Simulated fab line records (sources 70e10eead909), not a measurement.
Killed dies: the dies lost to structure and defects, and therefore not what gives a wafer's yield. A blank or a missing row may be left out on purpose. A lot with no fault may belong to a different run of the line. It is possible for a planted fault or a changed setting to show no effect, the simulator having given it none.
Tool commonality check ; flow nand_harc ; Lots sampled 3, wafers sampled 9

THE REASON FOR OPENING IT
On 3 of the 3 lots, a flag is raised at NHARC_END_SORT_01 on the reading killed_at_array. Fault-free wafers read 62, with a standard deviation of 16.
Rule: a lot is flagged in two cases, either no wafer of it has a number, or all its wafers with numbers fall more than 4 standard deviations from that mean. The other lots count as sound.

lot;measured;on;killed_at_array, wafer by wafer;flag
L120;day 30 02:01;prober-02;672 674 674;FLAGGED
L119;day 30 02:50;prober-01;675 673 671;FLAGGED
L125;day 33 05:26;prober-02;667 673 673;FLAGGED
Average over the flagged lots: 672; offset from the usual +610, equal to +38 standard deviations.

LOT BY LOT: THE TOOL USED
Before the reading, the record contains 2 process steps out of a 1302-step route. Read each cell as the tool, then ch plus the chambers that the sampled wafers visited, then the start.
lot;flag;NHARC_A_CHANNEL_HOLE_D1_DEP_00;NHARC_A_CHANNEL_HOLE_D1_ETCH_38
L120;FLAGGED;acl_dep-01 ch 0, day 14 10:33 and acl_dep-02 ch 0, day 14 13:43;rie_diel-06 ch 0,1,2, day 14 16:49
L119;FLAGGED;acl_dep-02 ch 0, day 14 12:09;rie_diel-06 ch 1,2,3, day 14 18:28
L125;FLAGGED;acl_dep-02 ch 0, day 17 12:39 and acl_dep-01 ch 0, day 17 15:25;rie_diel-06 ch 1,2,3, day 17 18:22
These steps, and what they do:
- NHARC_A_CHANNEL_HOLE_D1_DEP_00: deposits aC, target thk 3100 nm.
- NHARC_A_CHANNEL_HOLE_D1_ETCH_38: etches the open film in CF4, target depth 39 nm, time 65 s.
- NHARC_END_SORT_01

FLAGGED AGAINST TOTAL, ONE TOOL AT A TIME (gauges that did the reading follow at the end)
step;tool;lots run;flagged;share of the flagged lots;sound lots run after its first flagged lot
NHARC_A_CHANNEL_HOLE_D1_DEP_00;acl_dep-01;2;2;some;0
NHARC_A_CHANNEL_HOLE_D1_DEP_00;acl_dep-02;3;3;all;0
NHARC_A_CHANNEL_HOLE_D1_ETCH_38;rie_diel-06;3;3;all;0
NHARC_END_SORT_01;prober-01;1;1;some;0
NHARC_END_SORT_01;prober-02;2;2;some;0

THE TABLE: WHAT IT ALLOWS
acl_dep-02 at NHARC_A_CHANNEL_HOLE_D1_DEP_00 and rie_diel-06 at NHARC_A_CHANNEL_HOLE_D1_ETCH_38 are the 2 rows of the table that ran each flagged lot.
- acl_dep-02 at NHARC_A_CHANNEL_HOLE_D1_DEP_00 ran 3 lots, 3 of them flagged. No sound lot ran on it before its first flagged lot in this sample; the start therefore can't be narrowed down.
- rie_diel-06 at NHARC_A_CHANNEL_HOLE_D1_ETCH_38 ran 3 lots, 3 of them flagged. No sound lot ran on it before its first flagged lot in this sample; the start therefore can't be narrowed down.
These 2 tools cannot be told apart by counting lots, since each of them fits a fault that started at some hour. More lots, or a look at what each step does to the wafer, might.

WHAT WAS PUT IN BY THE SIMULATOR
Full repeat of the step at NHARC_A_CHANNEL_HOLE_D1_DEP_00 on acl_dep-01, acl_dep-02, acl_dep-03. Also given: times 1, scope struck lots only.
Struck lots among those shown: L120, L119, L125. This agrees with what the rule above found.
